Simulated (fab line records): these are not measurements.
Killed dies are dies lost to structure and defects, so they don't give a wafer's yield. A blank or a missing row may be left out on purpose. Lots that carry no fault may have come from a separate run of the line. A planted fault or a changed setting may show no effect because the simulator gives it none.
fab line records	flow nandHarc
record: lots: 5	wafers: 15	lastDay: 32
route steps=1302 shown P_M1@297
lots untouched by any fault: they come from a run of this same line in which no faults occurred
startH: hours from the record's opening day to when the first of the lot's shown wafers began	waitH: time in hours since the lot's previous step	" same as the row above	L1.1+2: one row covering several wafers at once	- either no value or no given start	* or withheld: withheld	< > ~ a bound
route shown NAME@n: names a module that has steps shown in the file, with the first one's number in the route	usual: mean and standard deviation over wafers with no fault	same: alike in all rows	chamber/n: place in a boat	sites: the reading at each site	_std_site: how widely they spread, as a standard deviation	_edge_site: the outer-site mean with the inner-site mean subtracted	radiusMm: for every site, how far away it sits from the centre of the wafer	mask NAME#n: copy n	behind: the most recent tool/chamber to have shaped the wafer	hold: cause of the lot's hold/its duration in hours/its outcome	device: whichever transistor did not switch (one of n, p or np)	end of line: the same wafers' tests at the end of the route	for a step that has no rows: nothing shown but its recipe	killed: count of dies lost to structure and defects at first sort (not the wafer's yield)	map: per-die view of a wafer (x killed, . not killed, _ where there is no die)
set.NAME: the setting the step ran with; set.NAME@STEP: the setting that earlier step ran with	model.NAME: the simulator's own value behind a step, which no gauge read
lots seen at some steps along the route; tables by step, rows by wafer
services: a tool's chamber out of use, with start hour (startH, from the record's first day; less than 0 if before it), hours out, and reason
== steps ==
step: NHARC_P_M1_INSPECT_11
usual: rawDefectCount: 4.8/2.8
lot.wafer	tool	chamber	startH	waitH	rawDefectCount
L145.1	defectInspect-01	-	247.39	0.0	11
L145.3	"	-	"	"	11
L145.5	"	-	"	"	6
L146.1	defectInspect-01	-	254.28	0.0	4
L146.3	"	-	"	"	2
L146.6	"	-	"	"	3
L147.1	defectInspect-01	-	272.01	0.0	2
L147.4	"	-	"	"	5
L147.6	"	-	"	"	2
L152.2	defectInspect-01	-	310.71	0.0	2
L152.3	"	-	"	"	4
L152.6	"	-	"	"	4
L154.4	defectInspect-02	-	334.80	0.0	3
L154.5	"	-	"	"	6
L154.6	"	-	"	"	4
step: NHARC_P_M1_DESCUM_14
recipe: timeS: 3	o2FlowSccm: 200	arFlowSccm: 0	biasPowerW: 0	chemistry: O2
usual: drypumpMotorCurrentA: 5.7/0.46	mfcArSccm: 0.004/0.0064	oesProductAu: 0.998/0.0095	rfVppV: 57.7/1	showerheadPlenumPTorr: 1.89/0.1	throttleValvePct: 11.310/0.0087
lot.wafer	tool	chamber	startH	waitH	drypumpMotorCurrentA	mfcArSccm	oesProductAu	rfHoursCounterH	rfVppV	showerheadPlenumPTorr	throttleValvePct
L145.3	rieDiel-11	3	247.45	0.1	5.2	0	0.999	10	57.5	1.82	11.312
L145.1	"	2	"	"	5.7	0	0.989	11	58.0	2.05	11.309
L145.5	"	3	"	"	5.2	0	1.005	-	57.8	1.82	11.317
L146.1	rieDiel-01	0	254.34	0.1	5.1	0.013	1.006	3	58.0	1.78	11.317
L146.3	"	3	"	"	5.2	0	1.006	3	59.2	1.87	11.319
L146.6	"	1	"	"	6.5	0	1.017	-	60.1	2.02	11.307
L147.4	rieDiel-01	0	272.08	0.1	5.1	0.013	1.005	4	57.9	1.78	11.315
L147.1	"	1	"	"	6.5	0	1.006	5	58.1	2.02	11.305
L147.6	"	3	"	"	5.2	0	0.996	-	57.3	1.87	11.320
L152.3	rieDiel-11	0	310.78	0.1	5.8	0.002	0.979	3	56.9	1.81	11.295
L152.2	"	2	"	"	5.7	0	0.989	3	58.5	2.05	11.316
L152.6	"	3	"	"	5.2	0	0.991	-	57.1	1.82	11.289
L154.4	rieDiel-11	3	334.87	0.1	5.2	0	0.992	4	56.9	1.82	11.305
L154.5	"	2	"	"	5.7	0	1.000	-	59.2	2.05	11.311
L154.6	"	3	"	"	5.2	0	0.994	-	57.8	1.82	11.304
step: NHARC_P_M1_ETCH_35
recipe: targetDepthA: 400	overetchA: 120	timeS: 43.94	ionEnergyEv: 200	n2FlowSccm: 150	h2FlowSccm: 150	arFlowSccm: 0	rfW: 400	biasW: 150	chemistry: N2/H2
usual: drypumpMotorCurrentA: 5.7/0.46	mfcArSccm: 0.004/0.0065	n2FlowSccm: 150.0/0.44	oesProductAu: 0.999/0.0087	rfVppV: 430/3.1	showerheadPlenumPTorr: 2.01/0.11	throttleValvePct: 14.172/0.009
lot.wafer	tool	chamber	startH	waitH	drypumpMotorCurrentA	mfcArSccm	n2FlowSccm	oesProductAu	rfHoursCounterH	rfVppV	showerheadPlenumPTorr	throttleValvePct
L145.1	rieDiel-11	0	247.55	0.1	5.8	0.002	149.6	0.995	9	427	1.93	14.176
L145.3	"	2	"	"	5.7	0	150.1	0.994	11	434	2.19	14.171
L145.5	"	0	"	"	5.8	0.002	150.1	1.012	-	426	1.93	14.171
L146.3	rieDiel-01	2	254.44	0.1	5.5	0	150.3	0.999	3	427	1.89	14.156
L146.1	"	0	"	"	5.1	0.013	150.8	1.001	3	427	1.90	14.168
L146.6	"	1	"	"	6.5	0	150.2	1.001	-	434	2.16	14.178
L147.4	rieDiel-01	2	272.16	0.1	5.4	0	149.8	1.004	5	427	1.89	14.176
L147.1	"	0	"	"	5.1	0.013	149.8	1.019	4	427	1.90	14.179
L147.6	"	2	"	"	5.4	0	150.1	1.010	-	428	1.89	14.172
L152.3	rieDiel-11	0	310.87	0.1	5.8	0.002	150.2	0.978	3	427	1.93	14.171
L152.2	"	2	"	"	5.7	0	150.9	1.006	3	436	2.19	14.160
L152.6	"	3	"	"	5.2	0	150.0	0.986	-	427	1.94	14.170
L154.4	rieDiel-11	3	334.95	0.1	5.2	0	149.1	1.000	5	427	1.94	14.169
L154.6	"	3	"	"	5.2	0	150.5	0.997	-	428	1.94	14.171
L154.5	"	0	"	"	5.8	0.002	149.2	0.987	-	427	1.93	14.191
step: NHARC_P_M1_ETCH_15
recipe: targetDepthA: 1825	timeS: 91.2	c4f8FlowSccm: withheld	arFlowSccm: 400	rfW: 600	biasW: 300	chemistry: C4F8/Ar
step: NHARC_P_M1_CD_MEAS_16
usual: cdNm: 130.1/0.7
lot.wafer	tool	chamber	startH	waitH	cdNm
L145.1	cdSem-01	-	247.80	-	129.0
L145.3	"	-	"	"	129.4
L145.5	"	-	"	"	129.5
L146.1	cdSem-03	-	254.65	-	129.5
L146.3	"	-	"	"	129.9
L146.6	"	-	"	"	130.5
L147.1	cdSem-01	-	272.38	-	129.2
L147.4	"	-	"	"	130.5
L147.6	"	-	"	"	130.2
L152.2	cdSem-03	-	311.12	-	129.7
L152.3	"	-	"	"	130.3
L152.6	"	-	"	"	129.5
L154.4	cdSem-02	-	335.18	-	130.4
L154.5	"	-	"	"	130.8
L154.6	"	-	"	"	129.7
step: NHARC_P_M1_STRIP_18
recipe: powerW: 1000	n2FlowSccm: 150	h2FlowSccm: 150	arFlowSccm: 0	biasW: 0	chemistry: N2/H2
usual: drypumpMotorCurrentA: 5.7/0.45	mfcArSccm: 0.004/0.0063	n2FlowSccm: 150.0/0.44	oesProductAu: 0.996/0.0099	rfVppV: 90.6/1	showerheadPlenumPTorr: 2.02/0.11	throttleValvePct: 14.171/0.0098
lot.wafer	tool	chamber	startH	waitH	drypumpMotorCurrentA	mfcArSccm	n2FlowSccm	oesProductAu	rfHoursCounterH	rfVppV	showerheadPlenumPTorr	throttleValvePct
L145.1	rieDiel-11	0	247.91	0.1	5.9	0.002	149.5	1.002	9	90.3	1.93	14.155
L145.3	"	2	"	"	5.7	0	150.2	0.998	11	92.8	2.19	14.168
L145.5	"	2	"	"	5.7	0	150.9	0.989	-	91.2	2.19	14.174
L146.1	rieDiel-11	1	254.72	0.1	6.2	0.010	149.6	0.990	11	90.6	2.12	14.163
L146.3	"	0	"	"	5.8	0.002	149.6	0.985	10	91.1	1.93	14.197
L146.6	"	2	"	"	5.7	0	149.8	0.978	-	92.1	2.19	14.182
L147.4	rieDiel-01	3	272.45	0.1	5.2	0	150.1	1.006	4	89.0	1.99	14.177
L147.1	"	0	"	"	5.1	0.013	150.6	1.005	4	89.8	1.90	14.179
L147.6	"	3	"	"	5.2	0	149.5	1.008	-	88.2	1.99	14.167
L152.3	rieDiel-11	0	311.19	0.1	5.8	0.002	150.2	0.977	3	89.3	1.93	14.167
L152.2	"	2	"	"	5.7	0	150.0	0.990	3	91.2	2.19	14.158
L152.6	"	0	"	"	5.9	0.002	150.2	0.975	-	90.2	1.93	14.157
L154.4	rieDiel-11	1	335.24	0.1	6.2	0.010	149.8	0.977	4	91.2	2.11	14.163
L154.6	"	1	"	"	6.1	0.010	150.0	0.983	-	92.0	2.12	14.175
L154.5	"	2	"	"	5.7	0	150.6	0.999	-	92.4	2.19	14.163
step: NHARC_P_M1_ETCH_28
recipe: targetDepthA: 300	overEtchFrac: 0.3	timeS: 72.99	ionEnergyEv: 150	cf4FlowSccm: 50	n2FlowSccm: 100	arFlowSccm: 150	rfW: 300	biasW: 100	chemistry: CF4/N2
step: NHARC_P_M1_STRIP_19
recipe: timeS: 600	tempC: 30	chemistry: postEtchResidueRemover
step: NHARC_P_M1_DEGAS_29
recipe: tempC: 250	timeS: 60
usual: heaterPowerW: 339/27	susceptorTempC: 250.00/0.17
lot.wafer	tool	chamber	startH	waitH	heaterPowerW	susceptorTempC
L145.1	pvdSputter-03	-	248.58	-	315	249.46
L145.3	"	-	"	"	340	249.82
L145.5	"	-	"	"	361	249.99
L146.1	pvdSputter-01	-	255.38	-	328	250.04
L146.3	"	-	"	"	325	250.43
L146.6	"	-	"	"	321	249.99
L147.1	pvdSputter-02	-	273.09	-	325	249.99
L147.4	"	-	"	"	323	249.81
L147.6	"	-	"	"	382	249.76
L152.3	pvdSputter-03	-	311.90	-	342	249.97
L152.2	"	-	"	"	336	249.97
L152.6	"	-	"	"	344	249.72
L154.4	pvdSputter-01	-	335.89	-	392	249.97
L154.6	"	-	"	"	308	249.70
L154.5	"	-	"	"	399	250.07
step: NHARC_P_M1_PRE_CLEAN_30
recipe: timeS: 30	tempC: 280	gas: H2/He
step: NHARC_P_M1_PVD_20
recipe: targetThkA: 50	biasV: 168.6	powerW: 15000	chamberPressurePa: 0.12	timeS: 8.06	substrateTempC: 50	material: TaN
step: NHARC_P_M1_PVD_21
recipe: targetThkA: 300	chamberPressurePa: 5	powerW: 5000	substrateTempC: 30	timeS: 20.49	material: Cu
usual: cathodeDcPowerW: 4999.9/0.99	throttleValvePct: 29.8/0.87
lot.wafer	tool	chamber	startH	waitH	cathodeDcPowerW	throttleValvePct
L145.1	pvdSputter-03	-	-	-	4999.3	29.7
L145.3	"	-	"	"	5001.0	30.2
L145.5	"	-	"	"	4998.9	28.9
L146.1	pvdSputter-01	-	-	-	4999.8	30.8
L146.3	"	-	"	"	4999.0	28.1
L146.6	"	-	"	"	5000.9	30.2
L147.4	pvdSputter-02	-	-	-	5000.2	28.9
L147.1	"	-	"	"	5001.3	31.9
L147.6	"	-	"	"	4999.6	29.0
L152.2	pvdSputter-03	-	-	-	5000.4	29.6
L152.3	"	-	"	"	4998.4	29.8
L152.6	"	-	"	"	4999.7	28.9
L154.4	pvdSputter-01	-	-	-	5000.2	28.2
L154.6	"	-	"	"	5000.7	30.4
L154.5	"	-	"	"	5000.5	30.8
step: NHARC_P_M1_ECD_22
recipe: targetThkA: 4000	bathTempC: 25	material: Cu
usual: bathHeatDutyPct: 7.1/0.7	bathTempC: 24.99/0.1
lot.wafer	tool	chamber	startH	waitH	bathHeatDutyPct	bathTempC
L145.1	ecdCu-01	0	252.05	-	7.7	25.01
L145.3	"	0	"	"	7.7	24.84
L145.5	"	0	"	"	6.5	24.94
L146.1	ecdCu-02	0	255.77	-	7.3	25.03
L146.3	"	0	"	"	8.0	25.02
L146.6	"	0	"	"	8.0	24.87
L147.1	ecdCu-01	0	273.50	-	-	-
L147.4	"	1	"	"	-	-
L147.6	"	1	"	"	-	-
L152.2	ecdCu-01	0	312.31	-	6.4	25.04
L152.3	"	0	"	"	6.2	24.92
L152.6	"	1	"	"	7.2	24.90
L154.4	ecdCu-02	1	336.34	-	6.6	25.05
L154.5	"	1	"	"	5.4	25.00
L154.6	"	0	"	"	8.2	25.10
step: NHARC_P_M1_ANNEAL_31
recipe: tempC: 225	timeS: 90
step: NHARC_P_M1_CMP_23
recipe: tOverpolishS: 20	targetThkNm: 157.82
usual: motorCurrentA: 12.0/1.2	retainingRingPressureFrac: 1.000/0.0049	slurryFlowMlMin: 150.0/0.47	timeToEndpointS: 28.1/2.8
lot.wafer	tool	chamber	startH	waitH	motorCurrentA	retainingRingPressureFrac	slurryFlowMlMin	timeToEndpointS
L145.1	cmp-02	2	252.72	-	13.3	1.003	150.3	28.3
L145.3	"	3	"	"	12.3	0.984	149.5	26.1
L145.5	"	3	"	"	12.4	1.000	150.2	25.9
L146.1	cmp-03	2	256.47	-	13.2	1.007	149.6	28.4
L146.3	"	3	"	"	11.0	1.005	150.1	27.9
L146.6	"	2	"	"	13.6	1.009	149.7	27.4
L147.4	cmp-03	0	274.20	-	11.0	1.011	150.3	0.0
L147.1	"	1	"	"	11.1	0.999	150.1	3.0
L147.6	"	3	"	"	11.4	0.998	149.9	0.0
L152.2	cmp-02	3	313.04	-	13.0	0.999	149.1	26.4
L152.3	"	0	"	"	11.1	0.995	150.2	28.9
L152.6	"	2	"	"	13.8	1.006	149.6	29.8
L154.4	cmp-02	2	337.10	-	13.9	1.005	150.4	27.2
L154.6	"	3	"	"	12.8	1.006	149.2	25.8
L154.5	"	0	"	"	10.4	1.001	150.0	29.7
step: NHARC_P_M1_THK_MEAS_24
recipe: thkMeasGauge: xrf
usual: thkNm: 157.3/1.4
lot.wafer	tool	chamber	startH	waitH	thkNm
L145.1	filmMetro-01	-	253.04	-	158.3
L145.3	"	-	"	"	158.5
L145.5	"	-	"	"	157.4
L146.1	filmMetro-01	-	256.76	-	159.2
L146.3	"	-	"	"	158.9
L146.6	"	-	"	"	157.5
L147.1	filmMetro-02	-	274.49	-	30.1
L147.4	"	-	"	"	29.6
L147.6	"	-	"	"	29.2
L152.2	filmMetro-01	-	313.30	-	158.2
L152.3	"	-	"	"	158.2
L152.6	"	-	"	"	156.0
L154.4	filmMetro-02	-	337.33	-	159.1
L154.5	"	-	"	"	159.9
L154.6	"	-	"	"	157.1
step: NHARC_P_M1_SRD_25
== services ==
tool	chamber	startH	hours	kind
pvdSputter-01	-	227.23	10.0	pm
cmp-02	-	232.50	4.0	pm
rieDiel-11	0	234.58	-	clean
rieDiel-11	1	234.58	-	clean
rieDiel-11	2	234.58	-	clean
rieDiel-11	3	234.58	-	clean
ecdCu-02	-	244.12	8.0	pm
ecdCu-01	-	246.78	4.9	repair
rieDiel-11	1	247.35	3.8	repair
rieDiel-11	-	255.50	9.0	pm
rieDiel-11	0	255.50	9.0	ventCycle
rieDiel-11	1	255.50	9.0	ventCycle
rieDiel-11	2	255.50	9.0	ventCycle
cmp-03	-	260.00	4.0	pm
cmp-02	-	267.31	3.3	repair
cmp-03	-	272.28	0.5	repair
pvdSputter-02	-	282.80	10.0	pm
rieDiel-11	2	299.81	7.4	repair
ecdCu-02	-	303.62	1.8	repair
rieDiel-11	1	306.47	6.0	repair
rieDiel-01	1	313.07	5.4	repair
pvdSputter-03	-	313.90	0.7	repair
cmp-02	-	330.50	4.0	pm
ecdCu-01	-	336.13	8.0	pm
== key ==
firstSign: step: NHARC_P_M1_ECD_22	reading: toolRecord	direction: missing
effect: step: NHARC_P_M1_CMP_23	reading: timeToEndpointS	direction: down	sigmas: 9.8	usual: *	struck: *
effect: step: NHARC_P_M1_THK_MEAS_24	reading: thkNm	direction: down	sigmas: 90	usual: 157.3	struck: 29.6
metAt NHARC_P_M1_ECD_22
struckWafers L147.1,L147.4,L147.6
laterRowsLeftOut L147.1,L147.4,L147.6
sortLeftOut L147.1,L147.4,L147.6
onsetBetween 255.77 273.50
fault: kind: skippedStepWhole	tool: ecdCu-01,ecdCu-02	chamber: -	onsetH: 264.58	steps: NHARC_P_M1_ECD_22	scope: struckLotsOnly
sortLeftOut: the simulated sort isn't trusted on such a fault, so these wafers' sort isn't shown, and their yield isn't known
laterRowsLeftOut: the simulator's readings of these wafers behind a module that went badly wrong aren't trusted and aren't shown, but for the sort
